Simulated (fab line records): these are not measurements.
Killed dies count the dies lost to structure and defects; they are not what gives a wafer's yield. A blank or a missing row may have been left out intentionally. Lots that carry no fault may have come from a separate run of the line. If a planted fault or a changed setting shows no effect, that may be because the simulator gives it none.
Struck lot and sound lot, side by side / flow n5_finfet / 24 steps out of a route of 1938
Sound: the wafers L940.1, L940.4, L940.5. The struck wafers were L945.1, L945.3, L945.4. The cause comes at the end.
Each step with rows lists, per side, the tool, then ch with its chambers, then its first start. Under that, the readings that differ: sound wafers / struck wafers / difference of the means / sigmas: that difference in standard deviations of wafers without a fault.
alike: words and numbers the same on both sides, and readings whose means are apart by under 2 such deviations; not compared: readings that were withheld, readings missing a value for some wafer, numbers with overlapping values and no deviation given by the record, and bounds like >300 which may hide the same value.
Wherever a step has rows on one side only, a row that says differs or no value, or a row with sigmas, the two part there. Numbers that don't overlap but have no deviation are shown without sigmas and don't part them. A reading that every wafer of one side lacks parts them only if that side has two wafers or more.

first, 8 steps without rows for these wafers: N5_BEOL_M6_ANNEAL_51 (time 90 s); N5_BEOL_M6_CMP_52 (polishes, stops on SiCOH lowk, t overpolish 6.9 s, target thk 80 nm); N5_BEOL_M6_PRE_CLEAN_55 (time 15 s); N5_BEOL_M6_DEP_56 (deposits SiCN from 3MS/NH3, target thk 10 nm, time 17.5 s); N5_BEOL_M7_ILD_DEP_00 (deposits SiCOH lowk from DEMS/porogen, target thk 179.75 nm, time 33.4 s); N5_BEOL_M7_CURE_74 (cures SiCOH lowk, time 240 s); N5_BEOL_M7_PECVD_70 (deposits SiO2 from TEOS/O2, target thk 20 nm, time 22.7 s); N5_BEOL_M7_HM_DEP_02 (deposits TiN, target thk 20 nm).
N5_BEOL_M7_COAT_59: time 60 s, resist thk 100 nm.
  sound on litho_track-05 ch 0, day 11 22:04; struck on litho_track-05 ch 0, day 12 22:54
reading=spin_speed_rpm (rpm); sound=1499.8 1500.0 1498.4; struck=1668.6 1670.9 1670.2; difference=+170.5; sigmas=+99 or more
reading=model.SOC_of_BEOL_M7_COAT_59.thk_nm (nm); sound=99.8 100 100.2; struck=95.4 95.4 95.4; difference=-4.6; sigmas=
  alike: exhaust_pa
then, 9 steps without rows for these wafers: N5_BEOL_M7_COAT_60 (time 60 s, resist thk 35 nm); N5_BEOL_M7_COAT_05 (resist thk 90 nm); N5_BEOL_M7_EBR_07; N5_BEOL_M7_SOFTBAKE_06 (time 60 s); N5_BEOL_M7_EXPOSE_08 (exposes mask M7); N5_BEOL_M7_PEB_09 (peb time 60 s); N5_BEOL_M7_DEVELOP_10 (develop time 30 s); N5_BEOL_M7_DESCUM_16 (chemistry O2, time 7.9 s); N5_BEOL_M7_ETCH_61 (etches SiARC in CF4, target depth 45.5 nm, time 75.8 s).
N5_BEOL_M7_ETCH_62: etches SOC in N2/H2, target depth 110 nm, overetch 22 nm, time 165 s.
  sound on rie_diel-01 ch 3, day 11 23:46; struck on rie_diel-04 ch 0,3, day 12 23:27
reading=oes_product_au (a.u.); sound=0.62 0.62 0.63; struck=0.62 0.78 0.78; difference=+0.10; sigmas=+2
reading=rf_vpp_V (V); sound=516.0 517.2 516.6; struck=521.1 522.3 523.1; difference=+5.6; sigmas=+2
reading=temp_c (C); sound=39.81 39.80 39.80; struck=40.08 40.04 40.01; difference=+0.24; sigmas=+2
reading=model.etch.depth_nm (nm); sound=99.81 99.9 100.2; struck=95.39 95.41 95.5; difference=-4.54; sigmas=
  alike: drypump_motor_current_A, h2_flow_sccm, showerhead_plenum_p_Torr, throttle_valve_pct
  not compared: rf_hours_counter_h
then, 2 steps without rows for these wafers: N5_BEOL_M7_STRIP_68 (strips in N2/H2); N5_BEOL_M7_STRIP_67 (strips in CF4).
N5_BEOL_M7_HM_OPEN_17: chemistry Cl2/BCl3, target TiN, target depth 20 nm, overetch 6 nm.
  sound on rie_metal-01 ch 0,1, day 12 00:02; struck on rie_metal-03 ch 0,1, day 12 23:38
reading=model.SOC_of_BEOL_M7_COAT_59.thk_nm (nm); sound=91.8 92 92.4; struck=87.6 87.6 87.8; difference=-4.4; sigmas=
  alike: drypump_motor_current_A, oes_product_au, throttle_valve_pct
  not compared: rf_hours_counter_h
then, 2 steps without rows for these wafers: N5_BEOL_M7_STRIP_19 (strips in O2); N5_PASSIVATION_PROBE_49.

== WHERE THEY PART ==
Earliest at N5_BEOL_M7_COAT_59; latest, in this record, at N5_BEOL_M7_ETCH_62. Later steps at which nothing parts them and some readings are alike: N5_BEOL_M7_HM_OPEN_17.

WHY: whatever the simulator had introduced
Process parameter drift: litho_track-05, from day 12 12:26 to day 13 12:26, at N5_BEOL_M7_COAT_59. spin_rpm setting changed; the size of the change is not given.
